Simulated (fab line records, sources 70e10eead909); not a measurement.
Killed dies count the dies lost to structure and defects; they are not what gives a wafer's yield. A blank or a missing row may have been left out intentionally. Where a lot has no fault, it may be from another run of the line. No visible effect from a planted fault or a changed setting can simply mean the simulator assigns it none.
fab line records ; flow nand_harc
record: lots: 6; wafers: 18; last_day: 32
route steps=1302 shown A_CHANNEL_HOLE_D1@455 END@1302
lots that met no fault: taken from a fault-free run of the same line
start_h: hours from the record's first day to the start of the lot's first wafer shown ; wait_h: hours since the lot's step before ; " unchanged from the row above ; L1.1+2: a single row standing in for several wafers ; - no value, or no start given ; * or withheld: withheld ; < > ~ a bound
route shown NAME@n: names a module that has steps shown in the file, with the first one's number in the route ; usual: average and standard deviation across the fault-free wafers ; same: alike in all rows ; chamber/n: place in a boat ; sites: each site's reading ; _std_site: how widely they spread, as a standard deviation ; _edge_site: mean of outer sites minus mean of inner sites ; radius_mm: how far each site lies from the wafer's centre ; mask NAME#n: copy n ; behind: tool/chamber where the wafer was last shaped ; hold: why the lot went on hold/how many hours it stayed there/how the hold came to an end ; device: transistor that didn't switch, given as n, p or np ; end of line: at the end of the route, the tests of the same wafers ; where a step has no rows: the recipe by itself ; killed: at the first sort, the dies lost to defects and structure; wafer yield is something else ; map: shows each die of a wafer: x if killed, . if not, _ if none is there
set.NAME: the run value of the setting; set.NAME@STEP: its run value at that earlier step ; model.NAME: the simulator's own value behind a step, which no gauge read
certain route steps with their lots: each step a table, each wafer a row
services: when a tool's chamber went out of use (start_h, in hours from the record's first day, below 0 if earlier), for how many hours, and the reason
== steps ==
step: NHARC_A_CHANNEL_HOLE_D1_COAT_37
recipe: temp_c: 225; time_s: 65
step: NHARC_A_CHANNEL_HOLE_D1_COAT_04
recipe: spin_rpm: 1500; resist_thk_nm: 90
step: NHARC_A_CHANNEL_HOLE_D1_SOFTBAKE_05
recipe: temp_c: 105; time_s: 55
step: NHARC_A_CHANNEL_HOLE_D1_EBR_06
step: NHARC_A_CHANNEL_HOLE_D1_EXPOSE_07
recipe: na: 1.35; target_cd_nm: 100; sigma_outer: 0.3; dose_mj: 59.65; mask_id: HOLE_D1
step: NHARC_A_CHANNEL_HOLE_D1_PEB_08
recipe: peb_temp_c: 100; peb_time_s: 65
step: NHARC_A_CHANNEL_HOLE_D1_DEVELOP_09
recipe: develop_time_s: 35; dev_temp_c: 23
step: NHARC_A_CHANNEL_HOLE_D1_CD_MEAS_10
recipe: target_cd_nm: 100; landing_energy_ev: 500
usual: cd_nm: 99.9/0.41
lot.wafer;tool;chamber;start_h;wait_h;cd_nm
L843.1;cd_sem-02;0;173.94;-;99.9
L843.2;cd_sem-02;0;173.94;-;100.3
L843.5;cd_sem-02;0;173.94;-;99.9
L844.1;cd_sem-01;0;191.38;-;100.0
L844.2;cd_sem-01;0;191.38;-;100.3
L844.6;cd_sem-01;0;191.38;-;100.0
L854.2;cd_sem-01;0;288.65;-;99.6
L854.4;cd_sem-01;0;288.65;-;99.4
L854.6;cd_sem-01;0;288.65;-;99.5
L855.1;cd_sem-03;0;295.21;-;99.6
L855.2;cd_sem-03;0;295.21;-;99.3
L855.5;cd_sem-03;0;295.21;-;99.5
L863.2;cd_sem-01;0;371.11;-;99.9
L863.5;cd_sem-01;0;371.11;-;99.9
L863.6;cd_sem-01;0;371.11;-;99.6
L865.1;cd_sem-02;0;393.51;-;100.1
L865.3;cd_sem-02;0;393.51;-;99.8
L865.4;cd_sem-02;0;393.51;-;99.4
step: NHARC_A_CHANNEL_HOLE_D1_OVL_MEAS_11
usual: overlay_x_nm: 0.1/0.96; overlay_y_nm: -0.2/0.76
lot.wafer;tool;chamber;start_h;wait_h;overlay_x_nm;overlay_y_nm
L843.1;overlay-02;-;174.03;-;-0.8;-0.4
L843.2;overlay-02;-;174.03;-;-0.1;-0.7
L843.5;overlay-02;-;174.03;-;-0.1;-0.6
L844.1;overlay-02;-;191.47;-;0.1;1.1
L844.2;overlay-02;-;191.47;-;0.1;0.7
L844.6;overlay-02;-;191.47;-;0.5;0.8
L854.2;overlay-01;-;288.74;-;1.5;0.7
L854.4;overlay-01;-;288.74;-;1.6;0.1
L854.6;overlay-01;-;288.74;-;0.9;1.0
L855.1;overlay-01;-;295.30;-;-0.5;0.0
L855.2;overlay-01;-;295.30;-;-0.1;-0.4
L855.5;overlay-01;-;295.30;-;-0.3;-0.1
L863.2;overlay-02;-;371.20;-;-0.2;-0.1
L863.5;overlay-02;-;371.20;-;-0.4;-0.2
L863.6;overlay-02;-;371.20;-;0.1;-0.2
L865.1;overlay-01;-;393.60;-;1.0;0.8
L865.3;overlay-01;-;393.60;-;1.5;0.6
L865.4;overlay-01;-;393.60;-;1.2;0.3
step: NHARC_A_CHANNEL_HOLE_D1_INSPECT_12
usual: raw_defect_count: 6/3.1
lot.wafer;tool;chamber;start_h;wait_h;raw_defect_count
L843.1;defect_inspect-02;-;174.07;0.0;4
L843.2;defect_inspect-02;-;174.07;0.0;4
L843.5;defect_inspect-02;-;174.07;0.0;8
L844.1;defect_inspect-02;-;191.51;0.0;10
L844.2;defect_inspect-02;-;191.51;0.0;4
L844.6;defect_inspect-02;-;191.51;0.0;9
L854.2;defect_inspect-01;-;288.77;0.0;6
L854.4;defect_inspect-01;-;288.77;0.0;8
L854.6;defect_inspect-01;-;288.77;0.0;4
L855.1;defect_inspect-01;-;295.34;0.0;8
L855.2;defect_inspect-01;-;295.34;0.0;13
L855.5;defect_inspect-01;-;295.34;0.0;9
L863.2;defect_inspect-01;-;371.24;0.0;6
L863.5;defect_inspect-01;-;371.24;0.0;3
L863.6;defect_inspect-01;-;371.24;0.0;10
L865.1;defect_inspect-01;-;393.64;0.0;4
L865.3;defect_inspect-01;-;393.64;0.0;2
L865.4;defect_inspect-01;-;393.64;0.0;1
step: NHARC_A_CHANNEL_HOLE_D1_DESCUM_15
recipe: time_s: 3; o2_flow_sccm: 200; ar_flow_sccm: 0; bias_power_w: 0; chemistry: O2
usual: drypump_motor_current_A: 6.0/0.35; oes_product_au: 0.999/0.0064; rf_vpp_V: 57.7/0.89; showerhead_plenum_p_Torr: 1.91/0.081; throttle_valve_pct: 11.311/0.0087
lot.wafer;tool;chamber;start_h;wait_h;drypump_motor_current_A;oes_product_au;rf_hours_counter_h;rf_vpp_V;showerhead_plenum_p_Torr;throttle_valve_pct
L843.1;rie_diel-12;2;174.15;0.1;6.3;0.994;7;58.0;1.79;11.315
L843.2;rie_diel-12;0;174.15;0.1;6.2;1.001;6;58.4;2.02;11.319
L843.5;rie_diel-12;3;174.15;0.1;6.5;1.002;-;59.3;1.93;11.320
L844.1;rie_diel-12;1;191.58;0.1;5.7;1.016;7;58.2;1.88;11.318
L844.2;rie_diel-12;2;191.58;0.1;6.3;0.997;9;57.3;1.79;11.313
L844.6;rie_diel-12;0;191.58;0.1;6.2;1.008;-;58.4;2.02;11.308
L854.4;rie_diel-12;2;288.84;0.1;6.3;1.001;0;56.6;1.79;11.318
L854.2;rie_diel-12;3;288.84;0.1;6.5;1.002;0;56.6;1.93;11.303
L854.6;rie_diel-12;1;288.84;0.1;5.7;0.997;-;57.7;1.88;11.289
L855.1;rie_diel-12;0;295.40;0.1;6.2;1.002;2;58.1;2.01;11.314
L855.2;rie_diel-12;3;295.40;0.1;6.5;0.992;2;58.4;1.93;11.308
L855.5;rie_diel-12;1;295.40;0.1;5.7;1.001;-;57.0;1.88;11.341
L863.2;rie_diel-12;1;371.31;0.1;5.7;0.997;8;56.8;1.88;11.298
L863.5;rie_diel-12;3;371.31;0.1;6.5;0.995;-;58.0;1.92;11.314
L863.6;rie_diel-12;0;371.31;0.1;6.2;0.997;-;57.5;2.01;11.313
L865.1;rie_diel-08;0;393.70;0.1;5.3;0.992;7;58.1;2.03;11.327
L865.3;rie_diel-08;1;393.70;0.1;6.0;0.989;7;58.0;2.07;11.313
L865.4;rie_diel-08;2;393.70;0.1;5.4;1.007;5;57.9;1.83;11.318
step: NHARC_A_CHANNEL_HOLE_D1_ETCH_38
recipe: target_depth_a: 390; over_etch_frac: 0.3; time_s: 65; ion_energy_ev: 80; cf4_flow_sccm: 150; ar_flow_sccm: 0; rf_w: 300; bias_w: 100; chemistry: CF4
usual: drypump_motor_current_A: 6.0/0.36; oes_product_au: 0.999/0.0072; rf_vpp_V: 151.3/1.2; showerhead_plenum_p_Torr: 1.77/0.069; throttle_valve_pct: 13.283/0.0084
lot.wafer;tool;chamber;start_h;wait_h;drypump_motor_current_A;oes_product_au;rf_hours_counter_h;rf_vpp_V;showerhead_plenum_p_Torr;throttle_valve_pct
L843.1;rie_diel-12;0;174.42;0.3;6.2;1.002;7;153.5;1.86;13.280
L843.2;rie_diel-12;2;174.42;0.3;6.3;0.998;7;150.4;1.66;13.292
L843.5;rie_diel-12;2;174.42;0.3;6.3;0.995;-;150.3;1.66;13.279
L844.1;rie_diel-12;3;191.66;0.1;6.5;0.992;8;150.7;1.78;13.272
L844.2;rie_diel-12;1;191.66;0.1;5.7;0.999;7;151.2;1.74;13.272
L844.6;rie_diel-12;3;191.66;0.1;6.5;0.990;-;152.7;1.78;13.286
L854.2;rie_diel-12;1;288.92;0.1;5.7;1.002;0;150.8;1.74;13.292
L854.4;rie_diel-12;0;288.92;0.1;6.3;1.005;0;152.7;1.85;13.282
L854.6;rie_diel-12;1;288.92;0.1;5.7;1.008;-;151.5;1.74;13.274
L855.1;rie_diel-12;0;295.48;0.1;6.2;1.002;2;151.7;1.85;13.268
L855.2;rie_diel-12;1;295.48;0.1;5.7;0.996;1;150.7;1.74;13.303
L855.5;rie_diel-12;0;295.48;0.1;6.2;1.002;-;152.4;1.85;13.260
L863.2;rie_diel-12;3;371.39;0.1;6.5;0.996;8;150.9;1.78;13.282
L863.5;rie_diel-12;2;371.39;0.1;6.3;0.992;-;149.9;1.66;13.300
L863.6;rie_diel-12;3;371.39;0.1;6.5;0.995;-;152.5;1.78;13.281
L865.3;rie_diel-08;2;393.78;0.1;5.4;1.007;5;150.2;1.70;13.284
L865.4;rie_diel-08;0;393.78;0.1;5.3;1.007;7;153.3;1.87;13.297
L865.1;rie_diel-08;1;393.78;0.1;6.0;0.985;7;155.1;1.91;13.280
step: NHARC_A_CHANNEL_HOLE_D1_ETCH_39
recipe: target_depth_a: 2600; over_etch_frac: 0.3; time_s: 325; ion_energy_ev: 200; n2_flow_sccm: 150; h2_flow_sccm: 150; ar_flow_sccm: 0; rf_w: 400; bias_w: 150; chemistry: N2/H2
usual: drypump_motor_current_A: 6.0/0.35; oes_product_au: 0.999/0.0076; rf_vpp_V: 430.4/2.5; showerhead_plenum_p_Torr: 2.04/0.088; throttle_valve_pct: 14.172/0.0085
lot.wafer;tool;chamber;start_h;wait_h;drypump_motor_current_A;oes_product_au;rf_hours_counter_h;rf_vpp_V;showerhead_plenum_p_Torr;throttle_valve_pct
L843.1;rie_diel-12;3;174.55;-;6.5;0.995;6;430.6;2.06;14.173
L843.2;rie_diel-12;0;174.55;-;6.3;1.003;7;433.0;2.15;14.154
L843.5;rie_diel-12;0;174.55;-;6.3;1.004;-;433.2;2.15;14.172
L844.1;rie_diel-12;1;191.77;-;5.7;1.019;7;429.4;2.01;14.180
L844.2;rie_diel-12;2;191.77;-;6.3;1.001;9;427.1;1.90;14.182
L844.6;rie_diel-12;0;191.77;-;6.2;1.002;-;433.1;2.15;14.159
L854.4;rie_diel-12;1;289.01;-;5.7;0.998;0;429.9;2.00;14.154
L854.2;rie_diel-12;0;289.01;-;6.2;1.006;0;434.4;2.15;14.178
L854.6;rie_diel-12;2;289.01;-;6.3;0.825;-;426.5;1.90;14.172
L855.1;rie_diel-12;1;295.62;-;5.7;0.997;1;428.8;2.00;14.183
L855.2;rie_diel-12;2;295.62;-;6.3;0.842;2;428.8;1.90;14.178
L855.5;rie_diel-12;3;295.62;-;6.5;0.995;-;430.8;2.05;14.176
L863.2;rie_diel-12;1;371.47;-;5.7;1.009;8;430.2;2.00;14.163
L863.5;rie_diel-12;1;371.47;-;5.7;1.002;-;429.2;2.00;14.179
L863.6;rie_diel-12;2;371.47;-;6.3;0.999;-;425.3;1.90;14.174
L865.4;rie_diel-08;3;393.88;-;5.7;0.999;6;430.0;1.99;14.170
L865.1;rie_diel-08;1;393.88;-;6.0;0.999;7;435.4;2.22;14.186
L865.3;rie_diel-08;2;393.88;-;5.4;1.003;6;427.6;1.95;14.171
step: NHARC_A_CHANNEL_HOLE_D1_ETCH_34
recipe: target_depth_a: 1540; time_s: 77; cf4_flow_sccm: 100; chf3_flow_sccm: 30; ar_flow_sccm: 0; rf_w: 500; bias_w: 200; chemistry: CF4/CHF3
usual: drypump_motor_current_A: 6.0/0.36; oes_product_au: 0.942/0.02; rf_vpp_V: 370.4/2.2; showerhead_plenum_p_Torr: 1.57/0.062; throttle_valve_pct: 16.803/0.0094
lot.wafer;tool;chamber;start_h;wait_h;drypump_motor_current_A;oes_product_au;rf_hours_counter_h;rf_vpp_V;showerhead_plenum_p_Torr;throttle_valve_pct
L843.2;rie_diel-12;0;-;-;6.2;0.934;7;372.3;1.65;16.791
L843.1;rie_diel-12;2;-;-;6.3;0.934;7;367.3;1.48;16.793
L843.5;rie_diel-12;3;-;-;6.5;0.915;-;371.7;1.59;16.793
L844.1;rie_diel-12;1;-;-;5.7;0.924;7;369.3;1.55;16.792
L844.2;rie_diel-12;2;-;-;6.3;0.914;9;367.3;1.48;16.808
L844.6;rie_diel-12;1;-;-;5.7;0.931;-;370.0;1.55;16.820
L854.2;rie_diel-12;0;-;-;6.3;0.977;0;374.1;1.65;16.813
L854.4;rie_diel-12;3;-;-;6.4;0.964;0;372.3;1.58;16.807
L854.6;rie_diel-12;0;-;-;6.2;0.980;-;373.2;1.65;16.804
L855.2;rie_diel-12;1;-;-;5.7;0.969;1;371.7;1.55;16.803
L855.1;rie_diel-12;0;-;-;6.2;0.952;2;373.1;1.65;16.810
L855.5;rie_diel-12;1;-;-;5.7;0.961;-;369.7;1.55;16.802
L863.2;rie_diel-12;2;-;-;6.2;0.923;8;367.8;1.47;16.805
L863.5;rie_diel-12;1;-;-;5.7;0.926;-;370.6;1.55;16.802
L863.6;rie_diel-12;2;-;-;6.3;0.920;-;366.7;1.47;16.820
L865.1;rie_diel-08;3;-;-;5.7;0.973;6;369.3;1.54;16.801
L865.4;rie_diel-08;0;-;-;5.3;0.962;8;374.5;1.67;16.795
L865.3;rie_diel-08;1;-;-;6.0;0.947;7;375.2;1.70;16.810
step: NHARC_END_SORT_01
recipe: temp_c: 25
usual: killed_at_array: 60/21; killed_at_other: 1.0/1.2; killed_at_periphery: 4.2/2.8; killed_dies: 65/20; killed_open: 3.1/1.8; killed_short: 2.6/1.6
same: gross_dies: 677
lot.wafer;tool;chamber;start_h;wait_h;killed_at_array;killed_at_other;killed_at_periphery;killed_dies;killed_open;killed_short
L844.1;prober-01;0;570.28;2.5;69;0;7;76;3;3
L844.2;prober-01;0;571.06;2.8;85;1;4;90;4;3
L844.6;prober-01;0;574.19;3.9;79;0;2;81;1;3
L854.2;prober-02;0;663.50;2.8;51;1;7;59;3;0
L854.4;prober-02;0;665.08;3.4;46;0;4;50;1;2
L854.6;prober-02;0;666.65;3.9;337;2;10;349;7;1
L855.2;prober-01;0;664.93;2.8;373;0;3;376;3;1
killed by level:class
L844.1 A_CHANNEL_HOLE_D1:chamber_film_flake=28 A_SLIT:chamber_film_flake=13 A_CHANNEL_HOLE_D2:chamber_film_flake=8 A_CONTACT:chamber_film_flake=6 A_STAIRCASE:chamber_film_flake=5 P_GATE:chamber_film_flake=4 A_ZERO_WELL:chamber_film_flake=3 A_CHANNEL_FILL_D1:chamber_film_flake=2
L844.2 A_CHANNEL_HOLE_D1:chamber_film_flake=37 A_SLIT:chamber_film_flake=30 A_CHANNEL_HOLE_D2:chamber_film_flake=4 A_STAIRCASE:chamber_film_flake=4 A_CONTACT:chamber_film_flake=4 P_M1:geometric_particle:open=2 P_CONTACT:geometric_particle:open=1 A_CHANNEL_FILL_D1:geometric_particle:short=1
L844.6 A_SLIT:chamber_film_flake=27 A_CHANNEL_HOLE_D1:chamber_film_flake=26 A_STAIRCASE:chamber_film_flake=11 A_CHANNEL_HOLE_D2:chamber_film_flake=4 A_CONTACT:chamber_film_flake=4 A_ZERO_WELL:chamber_film_flake=2 A_WL_FILL:chamber_film_flake=2 P_STI:geometric_particle:short=1
L854.2 A_SLIT:chamber_film_flake=37 A_CHANNEL_HOLE_D1:chamber_film_flake=4 A_STAIRCASE:chamber_film_flake=4 P_CONTACT:geometric_particle:open=2 P_GATE:chamber_film_flake=2 A_CHANNEL_FILL_D2:chamber_film_flake=2 A_CONTACT:chamber_film_flake=2 P_M1:geometric_particle:open=1
L855.2 A_CHANNEL_HOLE_D1:area_etch=313 A_CHANNEL_HOLE_D1:chamber_film_flake=37 A_CHANNEL_HOLE_D2:chamber_film_flake=9 A_ZERO_WELL:chamber_film_flake=4 A_STAIRCASE:chamber_film_flake=4 A_CONTACT:chamber_film_flake=2 A_DECK1_JOINT:chamber_film_flake=2 P_GATE:geometric_particle:open=1
L854.4 A_SLIT:chamber_film_flake=33 A_CHANNEL_HOLE_D1:chamber_film_flake=5 P_ZERO_WELL:chamber_film_flake=2 A_CHANNEL_HOLE_D2:chamber_film_flake=2 A_STAIRCASE:chamber_film_flake=2 P_GATE:geometric_particle:short=1 A_CHANNEL_HOLE_D1:geometric_particle:open=1 A_WL_FILL:geometric_particle:short=1
L854.6 A_CHANNEL_HOLE_D1:area_etch=286 A_SLIT:chamber_film_flake=31 A_CHANNEL_HOLE_D1:chamber_film_flake=5 P_CONTACT:chamber_film_flake=4 A_CONTACT:chamber_film_flake=4 A_CHANNEL_FILL_D1:geometric_particle:open=3 P_GATE:chamber_film_flake=3 P_ZERO_WELL:chamber_film_flake=2
map L854.6 (x killed, . not)
____________x____________
_________x.xxxxx_________
_______xxxxx.xx.xx_______
______xx....xxxx.x.______
_____.x.x..xxxxxxxxx_____
____.xx....x.xxx.xxxx____
____..xxx.x..x..x..xx____
___x.xx...xxx.xx.xxxxx___
___x..x.x.xxxxxx....xx___
__xxx.....x..xx....xxxx__
__.xx.....xxxxxxxx..xxx__
_xxx.x.x..xxxxx..x.xxxxx_
_..xx.....x..x.....xxxxx_
_.................xxxxxx_
_x.................xxxxx_
_.................xxxxxx_
.x.........x......x.xxxxx
xxx...............xx.xxxx
.x.x......x....x....xxxxx
........x........x..xxxxx
xx........xx..xx.x.xxxxxx
_xx....x..x.....xx...xxx_
_x.........x.....x..x.xx_
_..x.......x..xx..xxxxxx_
_..xx.x......x....xx.xxx_
_.xx...........xxxxxxxxx_
__xxx....xx.x.x.xxxxxxx__
__xx.xx.........xxx.xxx__
___x.x.....xx.xxxxxxxx___
___x.x..x..x.x..xxxxxx___
____x..x...x...xx.xxx____
____xxxxxxxxxxx.xxxxx____
_____xxxx.x.xxxxxxxx_____
______xxxxxxxxxxxxx______
_______xxxxxxxxxxx_______
_________xxxxxxx_________
____________x____________
map L855.2 (x killed, . not)
____________.____________
_________....xxx_________
_______..x...x.xx._______
______x.x....xx....______
_____........xx.xx.._____
____.....xxxxx..x.x.x____
____x....x....x.xxx..____
___.xxx.xx..x..xx.x...___
___.x.x....x...xxxxxxx___
__.....xx......xxxxx...__
__..x.....x..xxxxxx.x.x__
_.xxx.....xxxxxxxxxxxx.x_
_......xxx..x..x.xxxx..x_
_....x....xxxxxxx.xx.x.._
_...xxxxx..x.xxxxxx...xx_
_.x..x.x.xx..xxxxxxxxx.x_
..x..xx..x...xxxxx.xxx.xx
...x...x.......xxx.x.xxx.
..x.xx..xx.xx.xx..xx.x.xx
..x.xx..x..x.x....xx.xx.x
...xx...xx.x.x....xx.xxx.
_x......x..xx...x.xx.x.x_
_x.xx.xxxx.x.xxx.x.xxxx._
_x..x..x.xx....x.xxx.xxx_
_x......x.xx.xxx.x.xx..x_
_xxx.xx.xx.x.xx.xxxxxxxx_
__x.xxx.xx.xxxxx..x.x.x__
__xx.xx.xxxx...xxxx.xxx__
___xxxx.xx.xxxxxxxxxxx___
___xxxxx.x..xxx.xxxxxx___
____xx.xx.x.xxx.xxxxx____
____.xxxx...x.x.xxx..____
_____x.xxxx...x.xxxx_____
______.xxxxxxxx.xxx______
_______..xxxxxxxxx_______
_________xxxx.xx_________
____________x____________
== services ==
tool;chamber;start_h;hours;kind
rie_diel-12;1;173.94;7.1;repair
rie_diel-12;0;174.00;-;clean
rie_diel-12;2;174.00;-;clean
rie_diel-12;3;174.00;-;clean
rie_diel-08;-;190.91;9.0;pm
rie_diel-12;0;198.66;-;clean
rie_diel-12;1;198.66;-;clean
rie_diel-12;2;198.66;-;clean
rie_diel-12;3;198.66;-;clean
rie_diel-12;0;223.16;-;clean
rie_diel-12;1;223.16;-;clean
rie_diel-12;2;223.16;-;clean
rie_diel-12;3;223.16;-;clean
rie_diel-12;0;247.66;-;clean
rie_diel-12;1;247.66;-;clean
rie_diel-12;2;247.66;-;clean
rie_diel-12;3;247.66;-;clean
rie_diel-12;2;255.51;5.7;repair
rie_diel-12;-;268.43;9.0;pm
rie_diel-12;0;268.43;9.0;vent_cycle
rie_diel-12;1;268.43;9.0;vent_cycle
rie_diel-12;1;300.33;3.0;repair
rie_diel-12;3;334.15;5.4;repair
rie_diel-08;-;367.91;9.0;pm
== key ==
first_sign: step: NHARC_A_CHANNEL_HOLE_D1_ETCH_39; reading: oes_product_au; direction: down; sigmas: 22; usual: 0.999; struck: 0.834
effect: step: NHARC_END_SORT_01; reading: killed_dies; direction: up; sigmas: 15; usual: 65; struck: 362
more_kills_born_at: NHARC_A_CHANNEL_HOLE_D1_ETCH_39@rie_diel-12: 599
met_at NHARC_A_CHANNEL_HOLE_D1_ETCH_39
struck_wafers L854.6,L855.2
tester_left_out L854,L855
onset_between 191.77 289.01
fault: kind: process_parameter_drift; tool: rie_diel-12; chamber: 2; onset_h: 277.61; steps: NHARC_A_CHANNEL_HOLE_D1_ETCH_39; channel: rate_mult; offset: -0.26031; shape: step; end_h: 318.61
tester_left_out: of these lots the tester's yield and bins aren't shown, on N5 and GAA mostly nor the transistor test; their killed dies are dies lost to structure and defects alone, not to doping, threshold or leakage, so they don't give the yield
